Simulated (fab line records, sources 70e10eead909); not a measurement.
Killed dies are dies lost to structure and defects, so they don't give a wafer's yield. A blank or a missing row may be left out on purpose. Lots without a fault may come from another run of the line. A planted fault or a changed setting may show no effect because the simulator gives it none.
fab line records | flow nand_harc
record lots=24 wafers=72 last_day=24
route steps=1159 shown A_CONTACT@948 A_BLC@978 A_M0@1014
lots that met no fault: from a run of the same line without faults
start_h: hours from the record's first day to the start of the lot's first wafer shown | wait_h: hours since the lot's step before | " the same as in the row above | L1.1+2: a row that stands for several wafers | - no value, or no start given | * or withheld: withheld | < > ~ a bound
route shown NAME@n: a module of which the file shows steps, and the number in the route of the first | usual: mean/standard deviation of fault-free wafers | same: alike in all rows | chamber/n: place in a boat | sites: the reading at each site | _std_site: their standard deviation | _edge_site: outer sites' mean less inner sites' | radius_mm: how far each site lies from the wafer's centre | mask NAME#n: copy n | behind: the tool/chamber that last shaped the wafer | hold: why the lot was held/for how many hours/how that ended | device: the transistor (n, p or np) that didn't switch | end of line: the same wafers' tests at the end of the route | a step without rows: its recipe alone | killed: dies lost to structure and defects at the first sort, not the wafer's yield | map: a wafer's dies, x killed, . not, _ none there
set.NAME: the setting as run; set.NAME@STEP: as run at that earlier step | model.NAME: the simulator's own value behind a step, which no gauge read
steps of the route over a sample of lots; a table a step, a row a wafer
services: from which hour (start_h, from the record's first day; less than 0 if before it) a tool's chamber was out of use, for how many hours, and why
## steps
# step NHARC_A_CONTACT_ETCH_139
# recipe source_w=withheld pressure_mtorr=20 bias_v=400 time_s=137 target_depth_a=5900 ar_flow_sccm=withheld c4f8_flow_sccm=11.5 o2_flow_sccm=7.2 chemistry=C4F8/O2/Ar
# same time_s=137
# columns lot.wafer tool chamber start_h wait_h rf_hours_counter_h
L074.2 har_cap_etch-03 0 379.38 0.1 80
L074.1 " 1 " " 80
L074.3 " 1 " " -
L075.2 har_cap_etch-03 1 384.92 0.1 82
L075.1 " 0 " " 82
L075.4 " 1 " " -
L077.4 har_cap_etch-03 1 394.97 0.1 -
L077.3 " 0 " " -
L077.6 " 1 " " -
L076.1 har_cap_etch-01 1 398.57 0.1 61
L076.3 " 0 " " -
L076.6 " 1 " " -
L079.2 har_cap_etch-03 1 410.79 0.1 86
L079.4 " 1 " " -
L079.6 " 1 " " -
L078.2 har_cap_etch-02 1 417.55 0.1 17
L078.3 " 1 " " -
L078.6 " 1 " " -
L080.1 har_cap_etch-03 0 428.90 0.1 88
L080.4 " 1 " " -
L080.6 " 1 " " -
L081.1 har_cap_etch-02 0 435.02 0.1 19
L081.4 " 1 " " -
L081.5 " 1 " " -
L084.1 har_cap_etch-02 1 443.60 0.1 21
L084.3 " 1 " " -
L084.6 " 1 " " -
L083.1 har_cap_etch-01 0 450.44 0.1 69
L083.3 " 0 " " -
L083.6 " 1 " " -
L082.1 har_cap_etch-03 1 452.96 0.1 92
L082.4 " 1 " " -
L082.5 " 0 " " -
L086.1 har_cap_etch-03 1 458.88 0.1 94
L086.2 " 0 " " 94
L086.3 " 1 " " -
L085.1 har_cap_etch-03 1 462.68 0.1 95
L085.3 " 1 " " -
L085.4 " 0 " " -
L088.1 har_cap_etch-02 0 463.03 0.1 27
L088.2 " 1 " " 27
L088.5 " 0 " " -
L087.4 har_cap_etch-02 0 470.04 0.2 -
L087.6 " 0 " " -
L087.5 " 1 " " -
L089.2 har_cap_etch-03 0 471.49 0.1 98
L089.3 " 0 " " -
L089.6 " 1 " " -
L092.1 har_cap_etch-01 0 473.28 0.1 76
L092.2 " 1 " " 76
L092.3 " 1 " " -
L090.2 har_cap_etch-01 1 476.07 0.1 77
L090.1 " 0 " " 77
L090.5 " 0 " " -
L091.2 har_cap_etch-01 1 482.01 0.1 78
L091.4 " 1 " " -
L091.6 " 0 " " -
L093.2 har_cap_etch-01 0 491.45 0.1 78
L093.5 " 0 " " -
L093.6 " 1 " " -
L094.4 har_cap_etch-02 1 492.74 0.1 -
L094.6 " 1 " " -
L094.5 " 0 " " -
L096.4 har_cap_etch-03 1 507.86 0.2 -
L096.6 " 0 " " -
L096.5 " 1 " " -
L097.1 har_cap_etch-01 0 509.78 0.1 81
L097.4 " 1 " " -
L097.6 " 0 " " -
L095.2 har_cap_etch-02 1 514.93 0.1 36
L095.1 " 0 " " 36
L095.5 " 0 " " -
# step NHARC_A_CONTACT_STRIP_26
# recipe o2_flow_sccm=500 ar_flow_sccm=0 bias_w=0 chemistry=O2
# usual drypump_motor_current_A=5.7/0.43 o2_flow_sccm=500.0/1.6 oes_product_au=1.003/0.019 rf_vpp_V=57.8/0.96 showerhead_plenum_p_Torr=3.51/0.19 throttle_valve_pct=17.037/0.0091
# same bias_w=0
# columns lot.wafer tool chamber start_h wait_h drypump_motor_current_A o2_flow_sccm oes_product_au rf_hours_counter_h rf_vpp_V showerhead_plenum_p_Torr throttle_valve_pct
L074.2 rie_diel-10 2 - - 6.0 499.5 0.977 5 57.8 3.72 17.035
L074.1 " 3 " " 5.2 499.1 1.022 5 57.4 3.45 17.021
L074.3 " 0 " " 5.8 498.1 1.001 5 58.8 3.48 17.031
L075.1 rie_diel-10 2 - - 6.1 499.0 0.982 7 57.4 3.72 17.020
L075.4 " 3 " " 5.2 497.8 1.018 7 58.4 3.45 17.038
L075.2 " 0 " " 5.7 501.4 1.007 6 57.6 3.48 17.032
L077.4 rie_diel-10 2 - - 6.1 498.9 0.985 9 58.6 3.71 17.037
L077.3 " 0 " " 5.7 498.4 1.010 9 55.9 3.47 17.045
L077.6 " 1 " " 5.3 501.6 1.026 - 57.1 3.28 17.044
L076.1 rie_diel-11 1 - - 5.4 499.9 1.011 9 57.2 3.30 17.056
L076.3 " 2 " " 6.1 501.3 1.012 10 57.3 3.29 17.047
L076.6 " 0 " " 6.8 501.1 0.993 - 58.7 3.77 17.030
L079.2 rie_diel-11 3 - - 5.4 501.5 0.979 14 56.4 3.33 17.035
L079.4 " 1 " " 5.5 499.9 1.003 15 58.9 3.30 17.030
L079.6 " 0 " " 6.8 499.0 0.987 - 58.4 3.77 17.046
L078.3 rie_diel-03 2 - - 5.5 502.5 1.001 6 59.8 3.74 17.040
L078.2 " 0 " " 5.7 501.4 1.009 8 57.9 3.73 17.041
L078.6 " 2 " " 5.5 499.0 1.014 - 57.8 3.74 17.045
L080.4 rie_diel-10 3 - - 5.2 499.4 1.019 15 56.9 3.44 17.039
L080.1 " 0 " " 5.7 499.2 1.009 15 56.2 3.47 17.032
L080.6 " 2 " " 6.1 499.7 0.979 - 57.9 3.71 17.033
L081.1 rie_diel-11 0 - - 6.9 497.8 0.977 21 59.7 3.76 17.036
L081.4 " 1 " " 5.5 500.9 0.988 24 57.2 3.29 17.040
L081.5 " 0 " " 6.9 499.3 0.973 - 57.3 3.76 17.043
L084.1 rie_diel-10 1 - - 5.3 501.0 1.016 18 56.9 3.28 17.041
L084.3 " 3 " " 5.2 500.5 1.008 18 58.5 3.44 17.048
L084.6 " 2 " " 6.0 502.2 0.979 - 59.2 3.71 17.058
L083.1 rie_diel-03 1 - - 5.2 500.7 1.018 19 58.2 3.41 17.042
L083.3 " 3 " " 5.6 498.0 1.019 18 58.2 3.80 17.035
L083.6 " 1 " " 5.2 500.2 1.019 - 57.2 3.41 17.031
L082.4 rie_diel-10 1 - - 5.3 500.0 1.021 20 56.6 3.27 17.064
L082.1 " 0 " " 5.7 500.4 1.009 21 59.0 3.47 17.031
L082.5 " 1 " " 5.3 501.3 1.015 - 57.4 3.27 17.038
L086.2 rie_diel-10 1 - - 5.3 501.6 1.025 22 57.9 3.27 17.030
L086.3 " 2 " " 6.1 498.8 0.983 22 58.6 3.71 17.034
L086.1 " 3 " " 5.2 498.4 1.017 23 58.2 3.44 17.049
L085.4 rie_diel-10 3 - - 5.3 501.5 1.006 24 57.1 3.44 17.033
L085.3 " 0 " " 5.7 503.0 1.010 24 57.6 3.47 17.043
L085.1 " 1 " " 5.3 500.3 1.019 23 58.5 3.27 17.044
L088.2 rie_diel-11 1 - - 5.5 499.0 0.969 34 58.3 3.29 17.037
L088.1 " 2 " " 6.1 501.6 0.991 35 56.0 3.28 17.043
L088.5 " 0 " " 6.8 500.3 0.979 - 58.0 3.76 17.034
L087.4 rie_diel-10 3 - - 5.2 502.8 1.023 26 56.8 3.43 17.041
L087.5 " 3 " " 5.2 498.9 1.013 - 56.4 3.43 17.040
L087.6 " 0 " " 5.8 499.2 1.015 - 58.8 3.47 17.032
L089.3 rie_diel-03 1 - - 5.2 496.3 1.020 25 57.5 3.41 17.030
L089.2 " 2 " " 5.5 502.4 1.008 22 58.7 3.73 17.032
L089.6 " 0 " " 5.7 499.4 1.026 - 58.1 3.72 17.044
L092.3 rie_diel-03 2 - - 5.5 502.9 1.011 23 58.7 3.73 17.039
L092.2 " 3 " " 5.6 499.5 1.009 26 58.4 3.79 17.040
L092.1 " 1 " " 5.2 504.4 1.028 26 58.3 3.41 17.034
L090.1 rie_diel-10 3 - - 5.2 498.0 1.022 28 59.0 3.43 17.024
L090.2 " 1 " " 5.3 500.7 1.041 27 57.3 3.27 17.032
L090.5 " 2 " " 6.1 501.5 0.984 - 57.5 3.70 17.042
L091.4 rie_diel-11 2 - - 6.1 499.4 1.010 40 57.4 3.28 17.020
L091.2 " 3 " " 5.3 502.4 0.988 40 57.7 3.31 17.048
L091.6 " 2 " " 6.1 500.5 1.020 - 58.3 3.28 17.020
L093.2 rie_diel-03 0 - - 5.7 496.8 1.015 34 58.7 3.71 17.048
L093.5 " 0 " " 5.7 499.5 1.016 - 58.8 3.71 17.039
L093.6 " 1 " " 5.2 499.7 1.013 - 57.6 3.40 17.033
L094.4 rie_diel-10 0 - - 5.7 500.7 0.998 32 57.6 3.46 17.041
L094.6 " 1 " " 5.3 501.1 1.032 - 56.7 3.27 17.030
L094.5 " 2 " " 6.0 501.8 0.976 - 58.5 3.70 17.040
L096.4 rie_diel-10 2 - - 6.0 496.7 0.979 33 58.5 3.70 17.025
L096.6 " 0 " " 5.7 501.1 0.991 - 58.1 3.46 17.033
L096.5 " 1 " " 5.3 501.0 1.031 - 57.2 3.27 17.020
L097.1 rie_diel-10 3 - - 5.2 497.6 1.017 34 56.6 3.43 17.030
L097.4 " 0 " " 5.7 498.3 1.002 35 57.3 3.46 17.021
L097.6 " 2 " " 6.1 500.4 0.966 - 58.2 3.70 17.038
L095.2 rie_diel-10 2 - - 6.1 502.7 0.958 33 58.7 3.70 17.047
L095.1 " 1 " " 5.3 498.2 1.019 34 57.0 3.27 17.032
L095.5 " 2 " " 6.1 502.6 0.967 - 58.7 3.70 17.024
# step NHARC_A_BLC_ETCH_16
# recipe target_depth_a=390 over_etch_frac=0.3 time_s=65 ion_energy_ev=80 cf4_flow_sccm=150 ar_flow_sccm=0 rf_w=300 bias_w=100 chemistry=CF4
# usual bias_w=100.00/0.29 drypump_motor_current_A=5.5/0.45 oes_product_au=1.002/0.013 rf_vpp_V=151.3/1.1 showerhead_plenum_p_Torr=1.77/0.07 throttle_valve_pct=13.286/0.009
# same time_s=65
# columns lot.wafer tool chamber start_h wait_h bias_w drypump_motor_current_A oes_product_au rf_hours_counter_h rf_vpp_V showerhead_plenum_p_Torr throttle_valve_pct
L074.3 rie_diel-06 1 384.44 0.1 100.08 5.4 0.992 13 149.4 1.79 13.296
L074.1 " 2 " " 99.69 5.8 0.983 13 151.4 1.87 13.293
L074.2 " 3 " " 99.96 5.4 1.023 15 150.7 1.77 13.283
L075.2 rie_diel-06 3 393.40 0.1 99.83 5.4 1.010 16 151.4 1.77 13.292
L075.1 " 0 " " 100.47 5.0 1.016 17 149.6 1.71 13.269
L075.4 " 0 " " 100.03 5.0 1.009 - 151.3 1.71 13.279
L077.3 rie_diel-12 3 401.94 0.1 100.16 4.8 1.014 2 150.9 1.65 13.294
L077.4 " 1 " " 99.58 5.4 0.985 2 151.2 1.73 13.283
L077.6 " 0 " " 99.91 5.8 0.990 - 151.9 1.87 13.275
L076.1 rie_diel-06 3 402.67 0.1 100.68 5.4 1.020 17 151.5 1.77 13.282
L076.3 " 0 " " 100.32 5.0 1.013 18 151.3 1.71 13.290
L076.6 " 0 " " 100.50 5.0 1.012 - 150.5 1.71 13.295
L079.4 rie_diel-12 1 421.70 0.1 99.78 5.4 1.004 4 150.2 1.73 13.284
L079.2 " 3 " " 100.31 4.8 1.013 4 150.7 1.65 13.286
L079.6 " 2 " " 99.84 6.0 1.006 - 152.2 1.80 13.306
L078.3 rie_diel-12 2 427.86 0.1 100.10 6.0 1.011 4 151.4 1.80 13.287
L078.2 " 0 " " 99.65 5.9 0.982 5 152.2 1.86 13.292
L078.6 " 2 " " 100.28 6.0 1.022 - 151.3 1.80 13.290
L080.1 rie_diel-12 3 433.18 0.1 100.19 4.8 1.023 5 150.9 1.65 13.291
L080.4 " 0 " " 99.97 5.8 0.981 5 151.8 1.86 13.299
L080.6 " 3 " " 99.70 4.9 1.010 - 148.8 1.65 13.298
L081.1 rie_diel-12 2 441.67 0.1 99.78 6.0 1.012 6 151.8 1.79 13.300
L081.4 " 1 " " 99.75 5.4 1.002 7 150.5 1.73 13.294
L081.5 " 3 " " 100.15 4.8 1.002 - 148.5 1.65 13.279
L084.1 rie_diel-12 3 450.28 0.1 99.44 4.8 1.014 7 150.0 1.65 13.255
L084.3 " 1 " " 99.84 5.5 0.996 8 151.0 1.73 13.289
L084.6 " 3 " " 100.17 4.8 1.005 - 150.1 1.65 13.289
L083.1 rie_diel-06 0 456.16 0.1 99.58 5.0 1.016 3 150.2 1.71 13.291
L083.3 " 1 " " 99.97 5.4 0.993 3 152.6 1.79 13.285
L083.6 " 2 " " 99.49 5.8 1.014 - 153.2 1.87 13.302
L082.4 rie_diel-12 1 457.00 0.1 100.66 5.4 0.990 8 151.2 1.73 13.287
L082.1 " 0 " " 99.65 5.9 0.997 7 151.8 1.86 13.276
L082.5 " 1 " " 100.04 5.5 0.991 - 152.4 1.73 13.304
L086.2 rie_diel-06 2 469.79 0.1 100.09 5.8 1.005 4 151.8 1.87 13.284
L086.1 " 0 " " 100.36 5.0 1.009 4 149.8 1.71 13.292
L086.3 " 1 " " 99.96 5.4 0.978 4 152.7 1.79 13.283
L085.3 rie_diel-06 1 470.74 0.3 100.20 5.4 0.993 5 151.5 1.79 13.283
L085.1 " 0 " " 99.94 5.0 1.010 4 150.6 1.71 13.285
L085.4 " 0 " " 99.56 5.0 1.010 - 150.4 1.71 13.271
L088.2 rie_diel-02 2 471.24 0.1 100.16 6.8 1.010 50 151.5 1.78 13.269
L088.1 " 3 " " 99.59 5.5 1.000 50 151.1 1.69 13.279
L088.5 " 1 " " 99.72 6.6 0.995 - 152.4 1.82 13.283
L087.4 rie_diel-02 3 473.74 0.1 100.62 5.5 1.009 50 150.2 1.69 13.269
L087.6 " 3 " " 99.94 5.5 1.007 - 150.3 1.69 13.286
L087.5 " 0 " " 100.23 4.9 1.000 - 151.4 1.87 13.286
L089.3 rie_diel-12 2 475.20 0.1 99.96 6.0 1.000 9 151.6 1.79 13.283
L089.2 " 0 " " 100.26 5.9 0.987 9 151.9 1.86 13.282
L089.6 " 3 " " 100.35 4.8 1.002 - 150.0 1.65 13.281
L092.2 rie_diel-12 2 477.10 0.1 99.96 5.9 1.012 10 150.0 1.79 13.278
L092.1 " 3 " " 100.20 4.8 1.015 9 150.0 1.65 13.293
L092.3 " 0 " " 100.12 5.9 0.997 9 151.7 1.86 13.296
L090.2 rie_diel-06 2 480.12 0.1 99.75 5.8 1.018 6 153.4 1.86 13.281
L090.1 " 3 " " 100.41 5.4 0.993 3 151.1 1.77 13.272
L090.5 " 0 " " 100.43 5.0 1.002 - 150.8 1.71 13.283
L091.4 rie_diel-06 0 496.29 0.1 99.99 5.0 1.002 7 150.8 1.71 13.277
L091.2 " 2 " " 100.15 5.8 1.021 7 152.0 1.87 13.287
L091.6 " 1 " " 99.72 5.4 0.986 - 152.1 1.79 13.293
L093.2 rie_diel-06 3 497.69 0.1 99.69 5.4 0.998 5 151.3 1.77 13.281
L093.6 " 1 " " 100.34 5.5 0.982 - 151.2 1.79 13.291
L093.5 " 2 " " 99.91 5.8 1.008 - 152.6 1.86 13.293
L094.4 rie_diel-12 3 497.96 0.1 99.71 4.8 0.994 12 150.4 1.65 13.297
L094.6 " 2 " " 99.92 6.0 1.004 - 151.2 1.79 13.281
L094.5 " 3 " " 100.03 4.9 1.008 - 149.0 1.65 13.264
L096.4 rie_diel-06 1 512.62 0.2 100.23 5.4 0.978 10 152.6 1.79 13.290
L096.6 " 2 " " 99.61 5.8 1.013 - 152.4 1.86 13.279
L096.5 " 3 " " 99.71 5.4 0.998 - 150.7 1.77 13.283
L097.1 rie_diel-06 2 517.66 0.1 99.57 5.8 1.012 10 152.7 1.86 13.297
L097.4 " 3 " " 100.19 5.4 0.990 8 149.9 1.77 13.286
L097.6 " 2 " " 99.92 5.8 1.009 - 151.7 1.86 13.287
L095.1 rie_diel-06 3 523.47 0.1 99.91 5.4 1.003 9 150.9 1.77 13.294
L095.2 " 0 " " 100.26 5.0 1.023 11 151.3 1.71 13.286
L095.5 " 3 " " 100.04 5.4 1.004 - 149.9 1.77 13.287
# step NHARC_A_BLC_ETCH_17
# recipe target_depth_a=3900 over_etch_frac=0.25 time_s=609.38 ion_energy_ev=200 n2_flow_sccm=150 h2_flow_sccm=150 ar_flow_sccm=0 rf_w=400 bias_w=150 chemistry=N2/H2
# usual bias_w=150.0/0.49 drypump_motor_current_A=5.5/0.45 oes_product_au=1.003/0.013 rf_vpp_V=430.8/2.6 showerhead_plenum_p_Torr=2.05/0.09 throttle_valve_pct=14.172/0.0086
# same time_s=609.38
# columns lot.wafer tool chamber start_h wait_h bias_w drypump_motor_current_A oes_product_au rf_hours_counter_h rf_vpp_V showerhead_plenum_p_Torr throttle_valve_pct
L074.1 rie_diel-06 2 - - 150.5 5.8 0.981 13 432.5 2.17 14.171
L074.2 " 3 " " 150.4 5.4 1.026 15 430.4 2.04 14.168
L074.3 " 0 " " 150.2 5.0 1.011 15 428.6 1.96 14.172
L075.2 rie_diel-06 2 - - 150.4 5.8 0.983 15 434.3 2.17 14.180
L075.1 " 3 " " 151.1 5.4 1.026 16 431.2 2.04 14.162
L075.4 " 3 " " 150.6 5.4 1.019 - 429.0 2.04 14.173
L077.4 rie_diel-12 1 - - 150.4 5.5 0.996 2 429.2 2.00 14.167
L077.3 " 3 " " 149.9 4.9 1.021 2 427.4 1.89 14.182
L077.6 " 1 " " 150.5 5.5 0.996 - 430.3 2.00 14.174
L076.3 rie_diel-06 2 - - 149.9 5.8 0.976 16 433.1 2.17 14.160
L076.1 " 3 " " 150.2 5.4 1.009 17 431.4 2.04 14.163
L076.6 " 3 " " 149.9 5.4 1.019 - 430.8 2.04 14.178
L079.2 rie_diel-12 0 - - 150.1 5.9 0.984 4 434.0 2.16 14.183
L079.4 " 3 " " 149.9 4.8 1.018 4 426.4 1.89 14.160
L079.6 " 0 " " 151.5 5.9 0.989 - 433.7 2.16 14.165
L078.3 rie_diel-12 2 - - 150.0 6.0 1.001 4 431.6 2.07 14.165
L078.2 " 3 " " 150.7 4.8 1.018 4 426.2 1.89 14.178
L078.6 " 1 " " 150.0 5.5 1.001 - 428.9 2.00 14.179
L080.4 rie_diel-12 3 - - 149.5 4.8 1.016 5 426.3 1.89 14.175
L080.1 " 1 " " 149.9 5.5 1.006 6 428.6 2.00 14.161
L080.6 " 2 " " 150.5 6.0 1.007 - 431.4 2.07 14.165
L081.1 rie_diel-12 1 - - 149.5 5.5 0.993 7 429.7 2.00 14.183
L081.4 " 2 " " 151.0 6.1 0.998 6 433.4 2.07 14.167
L081.5 " 1 " " 149.5 5.5 0.992 - 429.3 1.99 14.176
L084.3 rie_diel-12 3 - - 149.4 4.8 1.011 7 426.8 1.89 14.168
L084.1 " 0 " " 149.7 5.9 1.002 7 433.0 2.16 14.179
L084.6 " 3 " " 149.1 4.8 1.008 - 425.4 1.89 14.171
L083.1 rie_diel-06 0 - - 150.1 5.0 1.016 3 426.9 1.96 14.184
L083.3 " 1 " " 149.9 5.4 0.984 3 430.9 2.07 14.181
L083.6 " 0 " " 150.5 5.0 1.020 - 427.8 1.96 14.177
L082.1 rie_diel-12 0 - - 150.4 5.9 1.000 8 433.5 2.16 14.160
L082.4 " 3 " " 149.7 4.9 1.022 7 426.7 1.89 14.177
L082.5 " 1 " " 149.8 5.5 0.989 - 429.5 1.99 14.180
L086.3 rie_diel-06 0 - - 149.6 5.0 1.006 4 429.0 1.96 14.180
L086.2 " 1 " " 149.9 5.4 0.986 4 431.2 2.07 14.186
L086.1 " 2 " " 150.0 5.8 1.010 4 433.3 2.16 14.173
L085.1 rie_diel-06 0 - - 150.2 5.0 1.017 4 428.4 1.96 14.160
L085.3 " 1 " " 150.1 5.4 0.994 5 431.4 2.07 14.173
L085.4 " 2 " " 149.5 5.8 1.015 - 434.3 2.16 14.167
L088.1 rie_diel-02 3 - - 149.2 5.5 0.991 50 427.9 1.95 14.159
L088.2 " 0 " " 149.9 4.9 1.008 54 433.3 2.17 14.191
L088.5 " 1 " " 149.6 6.6 0.997 - 433.9 2.11 14.163
L087.4 rie_diel-02 2 - - 150.7 6.7 1.026 50 431.9 2.06 14.169
L087.6 " 3 " " 150.1 5.5 1.004 - 428.7 1.95 14.180
L087.5 " 0 " " 149.7 4.9 1.006 - 433.7 2.17 14.161
L089.3 rie_diel-12 0 - - 150.3 5.9 1.000 9 434.5 2.16 14.174
L089.2 " 1 " " 150.4 5.5 0.982 10 428.6 1.99 14.193
L089.6 " 3 " " 149.4 4.8 1.009 - 426.7 1.89 14.169
L092.3 rie_diel-12 2 - - 149.4 6.0 1.004 10 431.5 2.07 14.170
L092.2 " 3 " " 150.0 4.8 1.013 9 427.3 1.89 14.169
L092.1 " 0 " " 150.5 5.9 0.991 10 434.6 2.16 14.175
L090.2 rie_diel-06 0 - - 150.1 5.0 0.995 6 428.5 1.96 14.165
L090.1 " 2 " " 149.9 5.8 1.013 6 435.2 2.16 14.169
L090.5 " 1 " " 150.1 5.4 0.982 - 431.1 2.06 14.170
L091.4 rie_diel-06 3 - - 150.2 5.4 1.002 5 430.6 2.04 14.178
L091.2 " 1 " " 150.5 5.4 0.977 7 431.9 2.06 14.189
L091.6 " 3 " " 150.7 5.4 1.001 - 429.1 2.04 14.174
L093.2 rie_diel-06 3 - - 150.3 5.4 1.002 5 430.7 2.04 14.152
L093.5 " 2 " " 149.8 5.8 1.016 - 433.2 2.16 14.157
L093.6 " 3 " " 150.7 5.4 0.992 - 430.1 2.04 14.165
L094.4 rie_diel-12 1 - - 151.0 5.5 0.990 12 428.5 1.99 14.157
L094.5 " 2 " " 149.7 6.0 1.004 - 432.2 2.07 14.175
L094.6 " 3 " " 149.5 4.8 1.004 - 425.3 1.89 14.159
L096.4 rie_diel-06 3 - - 149.7 5.4 1.008 8 430.1 2.04 14.165
L096.5 " 1 " " 149.6 5.4 0.993 - 433.1 2.06 14.180
L096.6 " 2 " " 150.6 5.8 1.026 - 433.9 2.16 14.156
L097.4 rie_diel-06 2 - - 149.4 5.8 1.019 10 434.0 2.16 14.173
L097.1 " 0 " " 150.1 5.0 1.018 10 427.4 1.96 14.179
L097.6 " 2 " " 149.5 5.8 1.007 - 434.0 2.16 14.184
L095.2 rie_diel-06 0 - - 149.5 5.0 1.016 11 429.9 1.96 14.182
L095.1 " 1 " " 149.9 5.5 0.974 11 431.6 2.06 14.164
L095.5 " 2 " " 150.3 5.8 1.016 - 432.6 2.16 14.171
# step NHARC_A_BLC_PVD_32
# recipe target_thk_a=50 chamber_pressure_pa=5 power_w=5000 substrate_temp_c=200 time_s=17.7 material=Ti
# usual throttle_valve_pct=30.1/0.98
# same time_s=17.7
# columns lot.wafer tool chamber start_h wait_h throttle_valve_pct
L074.3 pvd_sputter-01 - - - 28.0
L074.2 " - " " 30.2
L074.1 " - " " 29.8
L075.4 pvd_sputter-01 - - - 29.6
L075.1 " - " " 30.2
L075.2 " - " " 27.8
L077.3 pvd_sputter-03 - - - 29.6
L077.4 " - " " 30.2
L077.6 " - " " 30.2
L076.3 pvd_sputter-02 - - - 29.8
L076.1 " - " " 29.6
L076.6 " - " " 31.0
L079.4 pvd_sputter-02 - - - 29.6
L079.2 " - " " 29.5
L079.6 " - " " 31.3
L078.3 pvd_sputter-01 - - - 29.9
L078.2 " - " " 30.0
L078.6 " - " " 30.2
L080.1 pvd_sputter-01 - - - 30.3
L080.4 " - " " 29.9
L080.6 " - " " 30.2
L081.4 pvd_sputter-03 - - - 30.5
L081.1 " - " " 29.6
L081.5 " - " " 31.9
L084.1 pvd_sputter-02 - - - 30.5
L084.3 " - " " 29.2
L084.6 " - " " 30.5
L083.1 pvd_sputter-02 - - - 30.5
L083.3 " - " " 29.3
L083.6 " - " " 31.3
L082.1 pvd_sputter-02 - - - 31.1
L082.4 " - " " 30.3
L082.5 " - " " 29.4
L086.3 pvd_sputter-01 - - - 30.1
L086.2 " - " " 27.5
L086.1 " - " " 30.0
L085.1 pvd_sputter-01 - - - 27.9
L085.3 " - " " 29.6
L085.4 " - " " 30.0
L088.2 pvd_sputter-03 - - - 31.4
L088.1 " - " " 29.8
L088.5 " - " " 30.5
L087.4 pvd_sputter-01 - - - 29.3
L087.6 " - " " 27.9
L087.5 " - " " 29.4
L089.3 pvd_sputter-03 - - - 29.7
L089.2 " - " " 30.7
L089.6 " - " " 31.4
L092.1 pvd_sputter-03 - - - 29.8
L092.3 " - " " 31.3
L092.2 " - " " 30.6
L090.1 pvd_sputter-03 - - - 31.7
L090.2 " - " " 30.7
L090.5 " - " " 31.3
L091.4 pvd_sputter-03 - - - 31.4
L091.2 " - " " 29.7
L091.6 " - " " 31.0
L093.2 pvd_sputter-03 - - - 31.3
L093.5 " - " " 31.0
L093.6 " - " " 30.8
L094.4 pvd_sputter-01 - - - 30.2
L094.6 " - " " 29.9
L094.5 " - " " 27.9
L096.4 pvd_sputter-02 - - - 29.7
L096.6 " - " " 30.6
L096.5 " - " " 29.5
L097.4 pvd_sputter-02 - - - 31.1
L097.1 " - " " 29.4
L097.6 " - " " 30.9
L095.1 pvd_sputter-03 - - - 30.9
L095.2 " - " " 29.6
L095.5 " - " " 30.6
# step NHARC_A_M0_PRE_CLEAN_29
# recipe time_s=30 temp_c=280 gas=H2/He
# usual heater_power_w=405/44
# same time_s=30
# columns lot.wafer tool chamber start_h wait_h heater_power_w
L074.2 pvd_sputter-01 - - - 424
L074.1 " - " " 435
L074.3 " - " " 421
L075.2 pvd_sputter-02 - - - 428
L075.4 " - " " 462
L075.1 " - " " 420
L077.3 pvd_sputter-02 - - - 411
L077.4 " - " " 482
L077.6 " - " " 368
L076.1 pvd_sputter-01 - - - 314
L076.3 " - " " 425
L076.6 " - " " 436
L079.2 pvd_sputter-01 - - - 417
L079.4 " - " " 314
L079.6 " - " " 446
L078.2 pvd_sputter-03 - - - 353
L078.3 " - " " 415
L078.6 " - " " 369
L080.1 pvd_sputter-03 - - - 430
L080.4 " - " " 369
L080.6 " - " " 435
L081.1 pvd_sputter-01 - - - 441
L081.4 " - " " 427
L081.5 " - " " 428
L084.3 pvd_sputter-01 - - - 414
L084.1 " - " " 423
L084.6 " - " " 410
L083.1 pvd_sputter-01 - - - 421
L083.3 " - " " 423
L083.6 " - " " 429
L082.1 pvd_sputter-02 - - - 369
L082.4 " - " " 420
L082.5 " - " " 434
L086.1 pvd_sputter-02 - - - 417
L086.2 " - " " 369
L086.3 " - " " 421
L085.3 pvd_sputter-03 - - - 380
L085.1 " - " " 352
L085.4 " - " " 438
L088.2 pvd_sputter-02 - - - 442
L088.1 " - " " 467
L088.5 " - " " 435
L087.4 pvd_sputter-02 - - - 440
L087.5 " - " " 412
L087.6 " - " " 367
L089.2 pvd_sputter-01 - - - 312
L089.3 " - " " 436
L089.6 " - " " 417
L092.1 pvd_sputter-02 - - - 374
L092.2 " - " " 429
L092.3 " - " " 471
L090.1 pvd_sputter-02 - - - 360
L090.2 " - " " 480
L090.5 " - " " 435
L091.2 pvd_sputter-01 - - - 428
L091.4 " - " " 421
L091.6 " - " " 430
L093.2 pvd_sputter-02 - - - 479
L093.6 " - " " 368
L093.5 " - " " 416
L094.4 pvd_sputter-01 - - - 407
L094.6 " - " " 407
L094.5 " - " " 424
L096.4 pvd_sputter-02 - - - 418
L096.5 " - " " 480
L096.6 " - " " 421
L097.1 pvd_sputter-03 - - - 350
L097.4 " - " " 409
L097.6 " - " " 349
L095.1 pvd_sputter-01 - - - 438
L095.2 " - " " 431
L095.5 " - " " 409
## services
# columns tool chamber start_h hours kind
rie_diel-12 - 364.80 0.3 repair
rie_diel-11 - 368.22 9.0 pm
rie_diel-12 2 370.48 19.1 repair
rie_diel-12 - 379.47 9.0 pm
rie_diel-06 3 387.70 2.5 repair
rie_diel-06 1 390.71 3.5 repair
pvd_sputter-02 - 392.00 10.0 pm
rie_diel-03 - 392.56 9.0 pm
rie_diel-02 1 414.30 18.2 repair
rie_diel-10 1 416.03 3.8 repair
har_cap_etch-03 - 416.76 1.5 repair
rie_diel-11 0 416.98 5.5 repair
rie_diel-06 - 416.99 2.3 repair
rie_diel-06 - 419.30 9.0 pm
rie_diel-11 0 439.12 16.0 repair
rie_diel-06 3 454.55 16.7 repair
pvd_sputter-03 - 458.00 10.0 pm
rie_diel-12 - 458.11 0.2 repair
har_cap_etch-01 - 479.35 0.7 repair
rie_diel-03 - 489.57 0.8 repair
rie_diel-12 3 508.71 1.9 repair
pvd_sputter-01 - 514.02 10.0 pm
har_cap_etch-03 - 514.14 0.7 repair
rie_diel-10 - 530.50 9.0 pm
## key
fault none
